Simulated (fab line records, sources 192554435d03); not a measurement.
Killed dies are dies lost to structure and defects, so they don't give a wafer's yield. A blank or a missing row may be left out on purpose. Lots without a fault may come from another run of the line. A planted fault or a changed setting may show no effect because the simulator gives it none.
fab line records | flow n5_finfet
record lots=5 wafers=15 last_day=17
route steps=1938 shown BEOL_M2@911 BEOL_M3@931
lots that met no fault: from a run of the same line without faults
start_h: hours from the record's first day to the start of the lot's first wafer shown | wait_h: hours since the lot's step before | " the same as in the row above | L1.1+2: a row that stands for several wafers | - no value, or no start given | * or withheld: withheld | < > ~ a bound
route shown NAME@n: a module of which the file shows steps, and the number in the route of the first | usual: mean/standard deviation of fault-free wafers | same: alike in all rows | chamber/n: place in a boat | sites: the reading at each site | _std_site: their standard deviation | _edge_site: outer sites' mean less inner sites' | radius_mm: how far each site lies from the wafer's centre | mask NAME#n: copy n | behind: the tool/chamber that last shaped the wafer | hold: why the lot was held/for how many hours/how that ended | device: the transistor (n, p or np) that didn't switch | end of line: the same wafers' tests at the end of the route | a step without rows: its recipe alone | killed: dies lost to structure and defects at the first sort, not the wafer's yield | map: a wafer's dies, x killed, . not, _ none there
set.NAME: the setting as run; set.NAME@STEP: as run at that earlier step | model.NAME: the simulator's own value behind a step, which no gauge read
lots at some steps of the route; a table a step, a row a wafer
services: from which hour (start_h, from the record's first day; less than 0 if before it) a tool's chamber was out of use, for how many hours, and why
## steps
# step N5_BEOL_M2_ANNEAL_87
# recipe temp_c=400 time_s=240 ambient=vacuum
# usual heater_power_w=836/97 susceptor_temp_C_max=401.0/0.42
# columns lot.wafer tool chamber start_h wait_h heater_power_w susceptor_temp_C_max
L076.1 pvd_sputter-03 - 155.74 0.0 852 401.7
L076.4 " - " " 904 400.8
L076.6 " - " " 918 401.3
L078.1 pvd_sputter-03 - 166.84 0.0 899 400.8
L078.3 " - " " 904 400.8
L078.5 " - " " 908 401.0
L082.1 pvd_sputter-03 - 203.20 0.0 828 401.9
L082.4 " - " " 943 401.3
L082.6 " - " " 931 401.5
L094.2 pvd_sputter-02 - 268.18 0.0 907 400.2
L094.3 " - " " 807 400.6
L094.4 " - " " 752 401.5
L096.1 pvd_sputter-03 - 286.13 0.0 875 400.6
L096.4 " - " " 845 401.4
L096.6 " - " " 921 400.8
# step N5_BEOL_M2_SPUTTER_88
# recipe material=Cu target_thk_a=45 temp_c=-20 chamber_pressure_pa=0.07 power_w=withheld time_s=8.29
# usual chamber_pressure_pa=0.07/0.00015 throttle_valve_pct=29.9/1.2
# columns lot.wafer tool chamber start_h wait_h chamber_pressure_pa throttle_valve_pct
L076.1 pvd_sputter-03 - 155.88 0.1 0.06993 30.9
L076.4 " - " " 0.07011 29.4
L076.6 " - " " 0.07005 29.1
L078.1 pvd_sputter-03 - 166.98 0.1 0.06988 30.8
L078.3 " - " " 0.06992 29.1
L078.5 " - " " 0.07013 30.7
L082.1 pvd_sputter-03 - 203.34 0.1 0.06972 30.8
L082.4 " - " " 0.07003 29.0
L082.6 " - " " 0.07003 29.0
L094.2 pvd_sputter-02 - 268.32 0.1 0.07015 31.2
L094.3 " - " " 0.07008 31.1
L094.4 " - " " 0.07007 29.6
L096.1 pvd_sputter-03 - 286.27 0.1 0.07025 28.4
L096.4 " - " " 0.07001 30.9
L096.6 " - " " 0.06998 28.9
# step N5_BEOL_M2_ANNEAL_89
# recipe temp_c=400 time_s=240 ambient=vacuum
# usual heater_power_w=834/96 susceptor_temp_C_max=401.0/0.44
# columns lot.wafer tool chamber start_h wait_h heater_power_w susceptor_temp_C_max
L076.1 pvd_sputter-03 - 155.96 0.0 856 401.6
L076.4 " - " " 900 400.8
L076.6 " - " " 921 401.0
L078.1 pvd_sputter-03 - 167.06 0.0 885 400.8
L078.3 " - " " 917 401.2
L078.5 " - " " 857 400.7
L082.1 pvd_sputter-03 - 203.42 0.0 860 402.0
L082.4 " - " " 908 400.9
L082.6 " - " " 900 401.3
L094.2 pvd_sputter-02 - 268.40 0.0 912 400.6
L094.3 " - " " 820 401.3
L094.4 " - " " 765 401.0
L096.1 pvd_sputter-03 - 286.35 0.0 864 400.7
L096.4 " - " " 851 401.0
L096.6 " - " " 913 401.0
# step N5_BEOL_M2_SPUTTER_90
# recipe material=Cu target_thk_a=45 temp_c=-20 chamber_pressure_pa=0.07 power_w=withheld time_s=8.29
# usual chamber_pressure_pa=0.07/0.00015 throttle_valve_pct=29.9/1.2
# columns lot.wafer tool chamber start_h wait_h chamber_pressure_pa throttle_valve_pct
L076.1 pvd_sputter-03 - 156.10 0.1 0.07011 31.3
L076.4 " - " " 0.07002 29.4
L076.6 " - " " 0.07006 29.0
L078.1 pvd_sputter-03 - 167.20 0.1 0.07007 30.5
L078.3 " - " " 0.07003 29.1
L078.5 " - " " 0.07018 30.8
L082.1 pvd_sputter-03 - 203.56 0.1 0.06984 31.0
L082.4 " - " " 0.07005 29.2
L082.6 " - " " 0.07007 28.9
L094.2 pvd_sputter-02 - 268.54 0.1 0.06992 31.4
L094.3 " - " " 0.07022 31.0
L094.4 " - " " 0.07007 29.5
L096.1 pvd_sputter-03 - 286.49 0.1 0.07028 27.8
L096.4 " - " " 0.07028 31.0
L096.6 " - " " 0.06998 29.1
# step N5_BEOL_M2_ANNEAL_91
# recipe temp_c=400 time_s=240 ambient=vacuum
# usual heater_power_w=836/98 susceptor_temp_C_max=401.0/0.42
# columns lot.wafer tool chamber start_h wait_h heater_power_w susceptor_temp_C_max
L076.1 pvd_sputter-03 - 156.18 0.0 841 401.6
L076.4 " - " " 909 401.1
L076.6 " - " " 927 401.2
L078.1 pvd_sputter-03 - 167.28 0.0 862 400.8
L078.3 " - " " 905 401.4
L078.5 " - " " 903 400.7
L082.1 pvd_sputter-03 - 203.64 0.0 845 401.8
L082.4 " - " " 919 401.3
L082.6 " - " " 914 401.0
L094.2 pvd_sputter-02 - 268.62 0.0 906 400.3
L094.3 " - " " 816 401.3
L094.4 " - " " 772 401.5
L096.1 pvd_sputter-03 - 286.57 0.0 869 400.8
L096.4 " - " " 829 401.4
L096.6 " - " " 937 400.3
# step N5_BEOL_M2_SPUTTER_92
# recipe material=Cu target_thk_a=45 temp_c=-20 chamber_pressure_pa=0.07 power_w=withheld time_s=8.29
# usual chamber_pressure_pa=0.06998/0.00012 throttle_valve_pct=29.9/1.1
# columns lot.wafer tool chamber start_h wait_h chamber_pressure_pa throttle_valve_pct
L076.1 pvd_sputter-03 - 156.32 0.1 0.06988 31.0
L076.4 " - " " 0.07003 29.0
L076.6 " - " " 0.06988 28.8
L078.1 pvd_sputter-03 - 167.42 0.1 0.07001 30.8
L078.3 " - " " 0.06981 29.2
L078.5 " - " " 0.07001 30.7
L082.1 pvd_sputter-03 - 203.78 0.1 0.06994 30.7
L082.4 " - " " 0.07012 29.2
L082.6 " - " " 0.06984 29.4
L094.2 pvd_sputter-02 - 268.76 0.1 0.06997 31.1
L094.3 " - " " 0.06999 30.9
L094.4 " - " " 0.0701 29.8
L096.1 pvd_sputter-03 - 286.71 0.1 0.06989 28.3
L096.4 " - " " 0.06999 30.9
L096.6 " - " " 0.06995 29.1
# step N5_BEOL_M2_ANNEAL_93
# recipe temp_c=400 time_s=240 ambient=vacuum
# usual heater_power_w=837/97 susceptor_temp_C_max=401.0/0.42
# columns lot.wafer tool chamber start_h wait_h heater_power_w susceptor_temp_C_max
L076.1 pvd_sputter-03 - 156.40 0.0 843 402.3
L076.4 " - " " 937 401.1
L076.6 " - " " 939 401.0
L078.1 pvd_sputter-03 - 167.50 0.0 903 400.4
L078.3 " - " " 930 400.8
L078.5 " - " " 898 400.6
L082.1 pvd_sputter-03 - 203.86 0.0 866 401.7
L082.4 " - " " 929 401.0
L082.6 " - " " 906 401.3
L094.2 pvd_sputter-02 - 268.84 0.0 889 400.1
L094.3 " - " " 811 401.5
L094.4 " - " " 764 401.2
L096.1 pvd_sputter-03 - 286.79 0.0 865 400.2
L096.4 " - " " 871 401.7
L096.6 " - " " 940 401.2
# step N5_BEOL_M2_SPUTTER_94
# recipe material=Cu target_thk_a=45 temp_c=-20 chamber_pressure_pa=0.07 power_w=withheld time_s=8.29
# usual chamber_pressure_pa=0.07002/0.00015 throttle_valve_pct=29.9/1.2
# columns lot.wafer tool chamber start_h wait_h chamber_pressure_pa throttle_valve_pct
L076.1 pvd_sputter-03 - 156.54 0.1 0.07011 31.1
L076.4 " - " " 0.07 29.0
L076.6 " - " " 0.06984 29.1
L078.1 pvd_sputter-03 - 167.64 0.1 0.0698 30.7
L078.3 " - " " 0.06998 28.9
L078.5 " - " " 0.06994 30.8
L082.1 pvd_sputter-03 - 204.00 0.1 0.07004 31.2
L082.4 " - " " 0.07038 28.9
L082.6 " - " " 0.07012 29.0
L094.2 pvd_sputter-02 - 268.98 0.1 0.06982 31.2
L094.3 " - " " 0.06993 30.7
L094.4 " - " " 0.06981 29.8
L096.1 pvd_sputter-03 - 286.93 0.1 0.07026 28.2
L096.4 " - " " 0.07009 31.0
L096.6 " - " " 0.06989 28.9
# step N5_BEOL_M2_ANNEAL_95
# recipe temp_c=400 time_s=240 ambient=vacuum
# usual heater_power_w=835/96 susceptor_temp_C_max=401.0/0.41
# columns lot.wafer tool chamber start_h wait_h heater_power_w susceptor_temp_C_max
L076.1 pvd_sputter-03 - 156.62 0.0 828 401.5
L076.4 " - " " 917 400.9
L076.6 " - " " 930 401.7
L078.1 pvd_sputter-03 - 167.72 0.0 878 400.3
L078.3 " - " " 922 400.7
L078.5 " - " " 887 400.5
L082.1 pvd_sputter-03 - 204.08 0.0 843 401.8
L082.4 " - " " 905 401.1
L082.6 " - " " 920 400.9
L094.2 pvd_sputter-02 - 269.06 0.0 892 400.7
L094.3 " - " " 810 401.4
L094.4 " - " " 758 401.2
L096.1 pvd_sputter-03 - 287.01 0.0 875 400.7
L096.4 " - " " 851 401.8
L096.6 " - " " 924 401.1
# step N5_BEOL_M2_SPUTTER_96
# recipe material=Cu target_thk_a=45 temp_c=-20 chamber_pressure_pa=0.07 power_w=withheld time_s=8.29
# usual chamber_pressure_pa=0.06998/0.00013 throttle_valve_pct=29.9/1.2
# columns lot.wafer tool chamber start_h wait_h chamber_pressure_pa throttle_valve_pct
L076.1 pvd_sputter-03 - 156.76 0.1 0.07003 31.0
L076.4 " - " " 0.06994 29.3
L076.6 " - " " 0.06997 29.4
L078.1 pvd_sputter-03 - 167.86 0.1 0.06985 30.9
L078.3 " - " " 0.07009 29.0
L078.5 " - " " 0.07009 30.7
L082.1 pvd_sputter-03 - 204.22 0.1 0.06992 30.9
L082.4 " - " " 0.07001 29.1
L082.6 " - " " 0.07006 28.8
L094.2 pvd_sputter-02 - 269.20 0.1 0.06987 31.3
L094.3 " - " " 0.06988 31.1
L094.4 " - " " 0.0701 29.7
L096.1 pvd_sputter-03 - 287.15 0.1 0.07016 28.2
L096.4 " - " " 0.07014 31.0
L096.6 " - " " 0.06973 29.1
# step N5_BEOL_M2_ECD_50
# recipe material=Cu target_thk_a=3000
# columns lot.wafer tool chamber start_h wait_h
L076.1+4+6 ecd_cu-02 0,0,1 156.88 0.1
L078.1+3+5 ecd_cu-01 1,0,1 167.98 0.1
L082.1+4+6 ecd_cu-01 0,1,0 204.34 0.1
L094.2+3+4 ecd_cu-01 1,0,1 269.32 0.1
L096.1+4+6 ecd_cu-02 0 287.27 0.1
# step N5_BEOL_M2_ANNEAL_51
# recipe temp_c=225 time_s=90 ambient=N2
# usual wafer_temp_C_max=225.74/0.26
# columns lot.wafer tool chamber start_h wait_h wafer_temp_C_max
L076.1 rtp_anneal-02 0 156.96 0.1 226.07
L076.4 " 0 " " 226.38
L076.6 " 0 " " 225.90
L078.1 rtp_anneal-02 0 168.24 0.2 225.73
L078.3 " 0 " " 225.54
L078.5 " 0 " " 225.75
L082.1 rtp_anneal-01 0 205.12 0.8 225.60
L082.4 " 0 " " 225.84
L082.6 " 0 " " 225.82
L094.2 rtp_anneal-01 0 269.44 0.1 225.58
L094.3 " 0 " " 225.46
L094.4 " 0 " " 225.35
L096.1 rtp_anneal-01 0 287.34 0.1 225.45
L096.4 " 0 " " 225.68
L096.6 " 0 " " 225.62
# step N5_BEOL_M2_CMP_52
# recipe stop_on=SiOC t_overpolish_s=6.8 down_force_psi=1 platen_rpm=50 clearing_platen_down_force_psi=1.5 clearing_platen_rpm=50 post_cmp_clean=cu_alkaline target_thk_nm=40 clearing_platen_pad_velocity_m_s=0.99484 pad_velocity_m_s=0.99484
# usual barrier_field_endpoint_s=24.7/0.67 motor_current_A=6.1/0.52 overpolish_run_s=6.799/0.0092 slurry_flow_ml_min=150.0/0.4 time_to_endpoint_s=62/3.3
# columns lot.wafer tool chamber start_h wait_h barrier_field_endpoint_s motor_current_A overpolish_run_s slurry_flow_ml_min time_to_endpoint_s
L076.1 cmp-04 1 157.25 0.3 25.4 6.6 6.805 150.2 63
L076.4 " 3 " " 25.4 5.7 6.804 150.0 61
L076.6 " 1 " " 25.6 7.2 6.803 149.4 62
L078.3 cmp-04 0 168.70 0.3 25.3 6.3 6.795 149.9 64
L078.1 " 1 " " 25.7 6.9 6.800 150.8 66
L078.5 " 2 " " 25.7 6.9 6.804 150.0 67
L082.4 cmp-04 0 205.42 0.1 25.3 6.8 6.819 149.6 68
L082.1 " 1 " " 24.8 7.1 6.799 149.7 66
L082.6 " 0 " " 25.7 6.7 6.795 149.9 69
L094.4 cmp-01 1 269.69 0.1 25.4 5.5 6.797 149.9 63
L094.3 " 2 " " 25.0 6.2 6.797 149.8 61
L094.2 " 0 " " 25.4 5.5 6.814 150.4 61
L096.4 cmp-01 0 287.68 0.2 24.7 5.5 6.804 150.4 60
L096.1 " 1 " " 24.9 5.7 6.783 150.3 62
L096.6 " 3 " " 25.0 6.2 6.805 149.7 62
# step N5_BEOL_M2_THK_MEAS_53
# recipe thk_meas_gauge=xrf reads=Cu_of_BEOL_M2_ECD_50
# usual M2_THK=39.2/1.4
# columns lot.wafer tool chamber start_h wait_h M2_THK[nm]
L076.1 film_metro-01 - 157.55 - 39.8
L076.4 " - " " 39.0
L076.6 " - " " 40.5
L078.1 film_metro-01 - 168.91 - 40.5
L078.3 " - " " 41.3
L078.5 " - " " 40.7
L082.1 film_metro-01 - 205.71 - 40.2
L082.4 " - " " 37.7
L082.6 " - " " 37.9
L094.2 film_metro-02 - 269.99 - 37.5
L094.3 " - " " 39.3
L094.4 " - " " 39.3
L096.1 film_metro-01 - 287.94 - 40.6
L096.4 " - " " 38.5
L096.6 " - " " 39.5
# step N5_BEOL_M2_PRE_CLEAN_60
# recipe gas=NH3/H2 time_s=15 temp_c=* rf_power_w=300
# usual heater_power_w=79/12
# columns lot.wafer tool chamber start_h wait_h heater_power_w
L076.1 cvd_co-01 2 157.58 0.0 70
L076.4 " 2 " " 71
L076.6 " 0 " " 82
L078.1 cvd_co-01 1 169.05 0.1 94
L078.3 " 0 " " 80
L078.5 " 1 " " 95
L082.1 cvd_co-01 0 205.75 0.0 83
L082.4 " 0 " " 82
L082.6 " 1 " " 95
L094.2 cvd_co-02 0 270.03 0.0 61
L094.3 " 2 " " 70
L094.4 " 2 " " 69
L096.1 cvd_co-02 1 287.97 0.0 91
L096.4 " 0 " " 61
L096.6 " 1 " " 94
# step N5_BEOL_M2_CO_CAP_55
# recipe material=Co target_thk_a=20 temp_c=200 precursor=CCTBA/H2 pressure_torr=30 time_s=102.1
# usual heater_power_w=229/15
# columns lot.wafer tool chamber start_h wait_h heater_power_w
L076.1 cvd_co-01 2 157.62 0.0 222
L076.4 " 2 " " 221
L076.6 " 0 " " 232
L078.1 cvd_co-01 1 169.09 0.0 251
L078.3 " 0 " " 230
L078.5 " 1 " " 248
L082.1 cvd_co-01 0 205.79 0.0 232
L082.4 " 0 " " 227
L082.6 " 1 " " 243
L094.2 cvd_co-02 0 270.07 0.0 207
L094.3 " 2 " " 215
L094.4 " 2 " " 212
L096.1 cvd_co-02 1 288.01 0.0 242
L096.4 " 0 " " 204
L096.6 " 1 " " 248
# step N5_BEOL_M2_PRE_CLEAN_56
# recipe gas=NH3 time_s=15 temp_c=withheld rf_power_w=300
# columns lot.wafer tool chamber start_h wait_h
L076.1+4+6 pecvd-02 0,2,2 157.72 0.1
L078.1+3+5 pecvd-02 2,1,0 169.18 0.1
L082.1+4+6 pecvd-01 0,1,2 205.88 0.1
L094.2+3+4 pecvd-04 1,0,0 270.16 0.1
L096.1+4+6 pecvd-02 1,2,0 288.10 0.1
# step N5_BEOL_M2_DEP_57
# recipe material=SiCN target_thk_a=80 temp_c=withheld precursor=3MS/NH3 pressure_torr=3 rf_w=202 time_s=14
# usual showerhead_plenum_p_Torr=3.659/0.013 throttle_valve_pct=8.8/0.44
# columns lot.wafer tool chamber start_h wait_h showerhead_plenum_p_Torr throttle_valve_pct
L076.1 pecvd-02 0 157.75 0.0 3.672 9.1
L076.4 " 2 " " 3.644 8.9
L076.6 " 2 " " 3.644 8.7
L078.1 pecvd-02 2 169.20 0.0 3.652 9.2
L078.3 " 1 " " 3.664 9.3
L078.5 " 0 " " 3.681 9.4
L082.1 pecvd-01 0 205.91 0.0 3.640 8.3
L082.4 " 1 " " 3.651 8.6
L082.6 " 2 " " 3.660 8.2
L094.2 pecvd-04 1 270.19 0.0 3.683 9.5
L094.3 " 0 " " 3.669 8.6
L094.4 " 0 " " 3.667 8.8
L096.1 pecvd-02 1 288.13 0.0 3.671 9.3
L096.4 " 2 " " 3.637 9.2
L096.6 " 0 " " 3.672 9.1
# step N5_BEOL_M2_RS_MEAS_58
# recipe thk_meas_gauge=four-point-probe reads=Co_of_BEOL_M2_CO_CAP_55+Cu_of_BEOL_M2_ECD_50+Co_of_BEOL_M2_CVD_47+TaN_of_BEOL_M2_ALD_84
# usual M2_RS=0.68/0.031
# columns lot.wafer tool chamber start_h wait_h M2_RS[ohm/sq]
L076.1 film_metro-01 - 157.84 0.1 0.67
L076.4 " - " " 0.68
L076.6 " - " " 0.66
L078.1 film_metro-02 - 169.27 0.0 0.65
L078.3 " - " " 0.64
L078.5 " - " " 0.65
L082.1 film_metro-02 - 205.97 0.0 0.66
L082.4 " - " " 0.72
L082.6 " - " " 0.71
L094.2 film_metro-01 - 270.25 0.1 0.71
L094.3 " - " " 0.67
L094.4 " - " " 0.67
L096.1 film_metro-02 - 288.20 0.0 0.65
L096.4 " - " " 0.70
L096.6 " - " " 0.67
# step N5_BEOL_M2_INSPECT_59
# recipe inspect_instrument=darkfield mode=post_dep
# usual raw_defect_count=71/25
# columns lot.wafer tool chamber start_h wait_h raw_defect_count
L076.1 defect_inspect-01 - 157.86 0.0 61
L076.4 " - " " 79
L076.6 " - " " 49
L078.1 defect_inspect-02 - 169.29 0.0 62
L078.3 " - " " 70
L078.5 " - " " 58
L082.1 defect_inspect-01 - 206.00 0.0 37
L082.4 " - " " 38
L082.6 " - " " 27
L094.2 defect_inspect-01 - 270.28 0.0 80
L094.3 " - " " 63
L094.4 " - " " 88
L096.1 defect_inspect-02 - 288.22 0.0 74
L096.4 " - " " 62
L096.6 " - " " 89
# step N5_BEOL_M3_ILD_DEP_00
# recipe material=SiOC target_thk_a=790 temp_c=350 precursor=DEMS/O2 pressure_torr=5 rf_w=500 time_s=15.3
# usual heater_power_w=454/53 showerhead_plenum_p_Torr=5.698/0.014 throttle_valve_pct=11.8/0.65
# columns lot.wafer tool chamber start_h wait_h heater_power_w showerhead_plenum_p_Torr throttle_valve_pct
L076.1 pecvd-04 1 157.90 0.0 440 5.715 12.5
L076.4 " 2 " " 447 5.712 11.4
L076.6 " 1 " " 449 5.698 12.3
L078.1 pecvd-04 2 169.33 0.0 430 5.695 11.6
L078.3 " 0 " " 507 5.702 11.2
L078.5 " 1 " " 471 5.688 12.4
L082.1 pecvd-03 2 206.04 0.0 347 5.676 11.5
L082.4 " 1 " " 402 5.711 11.1
L082.6 " 0 " " 480 5.716 13.1
L094.2 pecvd-02 2 270.32 0.0 399 5.673 12.0
L094.3 " 1 " " 473 5.698 12.5
L094.4 " 2 " " 397 5.672 12.1
L096.1 pecvd-04 1 288.26 0.0 386 5.703 12.5
L096.4 " 1 " " 389 5.703 12.4
L096.6 " 0 " " 469 5.693 11.2
# step N5_BEOL_M3_THK_MEAS_01
# recipe reads=SiOC_of_BEOL_M3_ILD_DEP_00
# usual M3_ILD_THK=78.6/0.98
# columns lot.wafer tool chamber start_h wait_h M3_ILD_THK[nm]
L076.1 film_metro-02 - 157.97 0.0 78.1
L076.4 " - " " 80.0
L076.6 " - " " 79.7
L078.1 film_metro-02 - 169.40 0.0 78.5
L078.3 " - " " 77.9
L078.5 " - " " 79.5
L082.1 film_metro-02 - 206.10 0.0 78.4
L082.4 " - " " 79.5
L082.6 " - " " 78.3
L094.2 film_metro-02 - 270.38 0.1 75.9
L094.3 " - " " 77.3
L094.4 " - " " 77.3
L096.1 film_metro-01 - 288.33 0.0 78.1
L096.4 " - " " 79.0
L096.6 " - " " 79.3
# step N5_BEOL_M3_PECVD_72
# recipe material=SiO2 target_thk_a=160 temp_c=400 precursor=TEOS/O2 pressure_torr=5.5 rf_w=450 teos_flow_sccm=53.8 gas=O2 flow_sccm=3000 time_s=18
# usual heater_power_w=657/69 showerhead_plenum_p_Torr=8.79/0.065 throttle_valve_pct=22.5/1
# columns lot.wafer tool chamber start_h wait_h heater_power_w showerhead_plenum_p_Torr throttle_valve_pct
L076.1 pecvd-02 0 158.00 0.0 709 8.83 22.6
L076.4 " 2 " " 611 8.70 21.9
L076.6 " 2 " " 625 8.66 21.8
L078.1 pecvd-02 1 169.44 0.0 695 8.80 23.2
L078.3 " 2 " " 590 8.69 22.3
L078.5 " 2 " " 593 8.69 22.0
L082.1 pecvd-02 0 206.14 0.0 744 8.83 22.9
L082.4 " 0 " " 746 8.82 22.5
L082.6 " 1 " " 666 8.77 23.0
L094.2 pecvd-03 0 270.42 0.0 787 8.89 24.6
L094.3 " 2 " " 644 8.72 22.1
L094.4 " 1 " " 665 8.86 20.9
L096.1 pecvd-04 0 288.36 0.0 729 8.78 21.1
L096.4 " 1 " " 672 8.85 23.4
L096.6 " 2 " " 642 8.79 20.5
# step N5_BEOL_M3_HM_DEP_02
# recipe material=TiN target_thk_a=200 temp_c=25 chamber_pressure_pa=0.49996
# usual chamber_pressure_pa=0.5000/0.00093 throttle_valve_pct=29.9/1.2
# columns lot.wafer tool chamber start_h wait_h chamber_pressure_pa throttle_valve_pct
L076.1 pvd_sputter-02 - 160.21 2.2 0.5009 31.0
L076.4 " - " " 0.5001 29.6
L076.6 " - " " 0.4995 30.9
L078.1 pvd_sputter-01 - 171.05 1.6 0.5001 30.0
L078.3 " - " " 0.5013 30.4
L078.5 " - " " 0.5005 29.9
L082.1 pvd_sputter-01 - 207.62 1.5 0.4996 30.1
L082.4 " - " " 0.5001 30.5
L082.6 " - " " 0.5016 29.6
L094.2 pvd_sputter-01 - 272.96 2.5 0.5024 30.4
L094.3 " - " " 0.4987 29.6
L094.4 " - " " 0.5009 28.0
L096.1 pvd_sputter-02 - 289.93 1.5 0.5004 28.4
L096.4 " - " " 0.5002 31.0
L096.6 " - " " 0.4994 31.1
# step N5_BEOL_M3_COAT_61
# recipe resist=SOC temp_c=250 time_s=60 spin_rpm=1500 resist_thk_nm=60
# columns lot.wafer tool chamber start_h wait_h
L076.1+4+6 litho_track-02 0 160.34 0.1
L078.1+3+5 litho_track-02 0 171.17 0.1
L082.1+4+6 litho_track-04 0 207.75 0.1
L094.2+3+4 litho_track-01 0 273.09 0.1
L096.1+4+6 litho_track-04 0 290.05 0.1
# step N5_BEOL_M3_COAT_62
# recipe resist=SiARC temp_c=220 time_s=60 spin_rpm=1500 resist_thk_nm=12
# columns lot.wafer tool chamber start_h wait_h
L076.1+4+6 litho_track-02 0 - -
L078.1+3+5 litho_track-02 0 - -
L082.1+4+6 litho_track-04 0 - -
L094.2+3+4 litho_track-01 0 - -
L096.1+4+6 litho_track-04 0 - -
# step N5_BEOL_M3_COAT_73
# recipe resist=underlayer temp_c=205 time_s=60 spin_rpm=1500 resist_thk_nm=5
# columns lot.wafer tool chamber start_h wait_h
L076.1+4+6 litho_track-02 0 - -
L078.1+3+5 litho_track-02 0 - -
L082.1+4+6 litho_track-04 0 - -
L094.2+3+4 litho_track-01 0 - -
L096.1+4+6 litho_track-04 0 - -
# step N5_BEOL_M3_COAT_05
# recipe resist=CAR-EUV spin_rpm=1500 resist_thk_nm=30
# columns lot.wafer tool chamber start_h wait_h
L076.1+4+6 litho_track-02 0 - -
L078.1+3+5 litho_track-02 0 - -
L082.1+4+6 litho_track-04 0 - -
L094.2+3+4 litho_track-01 0 - -
L096.1+4+6 litho_track-04 0 - -
# step N5_BEOL_M3_EBR_07
# recipe solvent=PGMEA ebr_width_mm=1.5
# columns lot.wafer tool chamber start_h wait_h
L076.1+4+6 litho_track-02 0 - -
L078.1+3+5 litho_track-02 0 - -
L082.1+4+6 litho_track-04 0 - -
L094.2+3+4 litho_track-01 0 - -
L096.1+4+6 litho_track-04 0 - -
# step N5_BEOL_M3_SOFTBAKE_06
# recipe temp_c=110 time_s=60 resist=CAR-EUV
# columns lot.wafer tool chamber start_h wait_h
L076.1+4+6 litho_track-02 0 - -
L078.1+3+5 litho_track-02 0 - -
L082.1+4+6 litho_track-04 0 - -
L094.2+3+4 litho_track-01 0 - -
L096.1+4+6 litho_track-04 0 - -
# step N5_BEOL_M3_EXPOSE_08
# recipe mask_id=M3 na=0.33 source_shape=dipole sigma_inner=0.369 sigma_outer=0.767 polarization=unpolarized dose_mj=33
# columns lot.wafer tool chamber start_h wait_h mask
L076.1+4+6 euv_scanner-02 0 160.48 - M3#0
L078.1+3+5 euv_scanner-02 0 171.31 - M3#0
L082.1+4+6 euv_scanner-01 0 208.01 - M3#0
L094.2+3+4 euv_scanner-02 0 273.36 - M3#0
L096.1+4+6 euv_scanner-02 0 290.32 - M3#0
# step N5_BEOL_M3_PEB_09
# recipe peb_temp_c=100 peb_time_s=60 resist=CAR-EUV
# columns lot.wafer tool chamber start_h wait_h
L076.1+4+6 litho_track-01 0 160.53 0.1
L078.1+3+5 litho_track-04 0 171.37 0.1
L082.1+4+6 litho_track-01 0 208.07 0.1
L094.2+3+4 litho_track-01 0 273.41 0.1
L096.1+4+6 litho_track-02 0 290.38 0.1
# step N5_BEOL_M3_DEVELOP_10
# recipe develop_time_s=30 developer=TMAH resist=CAR-EUV rinse_liquid=surfactant_rinse dry=air_spin dev_temp_c=23
# columns lot.wafer tool chamber start_h wait_h
L076.1+4+6 litho_track-01 0 - -
L078.1+3+5 litho_track-04 0 - -
L082.1+4+6 litho_track-01 0 - -
L094.2+3+4 litho_track-01 0 - -
L096.1+4+6 litho_track-02 0 - -
# step N5_BEOL_M3_CD_MEAS_11
# recipe target_cd_nm=17.05 landing_energy_ev=500 detector=se_inlens polarity=opening
# usual cd_nm=17.13/0.25
# columns lot.wafer tool chamber start_h wait_h cd_nm
L076.1 cd_sem-02 0 160.60 - 17.43
L076.4 " 0 " " 17.27
L076.6 " 0 " " 17.42
L078.1 cd_sem-02 0 171.43 - 16.99
L078.3 " 0 " " 17.36
L078.5 " 0 " " 17.23
L082.1 cd_sem-02 0 208.13 - 17.44
L082.4 " 0 " " 17.85
L082.6 " 0 " " 17.34
L094.2 cd_sem-02 0 273.48 - 17.14
L094.3 " 0 " " 17.02
L094.4 " 0 " " 17.37
L096.1 cd_sem-01 0 290.44 - 16.47
L096.4 " 0 " " 17.08
L096.6 " 0 " " 16.87
# step N5_BEOL_M3_OVL_MEAS_12
# recipe points_per_wafer=522
# usual M3_OVL=0.1/0.79
# columns lot.wafer tool chamber start_h wait_h M3_OVL[nm]
L076.1 overlay-02 0 160.63 0.0 -0.8
L076.4 " 0 " " -0.1
L076.6 " 0 " " 0.3
L078.1 overlay-01 0 171.46 0.0 -0.2
L078.3 " 0 " " -0.2
L078.5 " 0 " " -0.4
L082.1 overlay-01 0 208.16 0.0 0.5
L082.4 " 0 " " 0.1
L082.6 " 0 " " 0.3
L094.2 overlay-02 0 273.52 0.0 -1.0
L094.3 " 0 " " 0.6
L094.4 " 0 " " 0.1
L096.1 overlay-01 0 290.47 0.0 0.7
L096.4 " 0 " " -1.0
L096.6 " 0 " " -0.3
# step N5_BEOL_M3_INSPECT_13
# recipe mode=adi inspect_instrument=brightfield
# usual raw_defect_count=435/110
# columns lot.wafer tool chamber start_h wait_h raw_defect_count
L076.1 defect_inspect-02 - 160.69 0.1 397
L076.4 " - " " 481
L076.6 " - " " 576
L078.1 defect_inspect-01 - 171.52 0.1 328
L078.3 " - " " 358
L078.5 " - " " 377
L082.1 defect_inspect-02 - 208.22 0.1 396
L082.4 " - " " 297
L082.6 " - " " 450
L094.2 defect_inspect-01 - 273.57 0.0 666
L094.3 " - " " 485
L094.4 " - " " 404
L096.1 defect_inspect-01 - 290.53 0.1 521
L096.4 " - " " 392
L096.6 " - " " 423
## services
# columns tool chamber start_h hours kind
cmp-01 - 145.89 1.5 repair
cmp-04 - 152.45 4.0 pm
pecvd-03 - 153.80 47.8 repair
euv_scanner-01 - 160.24 4.6 pm
cvd_co-02 - 167.46 5.8 repair
euv_scanner-01 - 168.56 1.0 pm
rtp_anneal-02 - 172.88 68.0 pm
euv_scanner-02 - 179.61 1.0 pm
pecvd-04 - 180.72 0.2 repair
ecd_cu-01 - 186.21 3.0 repair
cmp-01 - 189.89 0.5 repair
cmp-01 - 193.71 0.6 repair
cmp-01 - 207.65 1.6 repair
euv_scanner-01 - 224.75 1.0 pm
euv_scanner-02 - 235.76 1.0 pm
pecvd-02 2 252.11 3.4 repair
ecd_cu-02 - 252.82 2.7 repair
pvd_sputter-03 - 254.06 7.5 repair
ecd_cu-01 - 255.95 1.8 repair
pecvd-02 - 257.22 1.5 repair
euv_scanner-02 - 262.30 4.6 pm
cmp-04 - 273.88 2.7 repair
cvd_co-02 - 276.15 3.8 pm
cmp-01 - 276.31 4.0 pm
## key
fault none
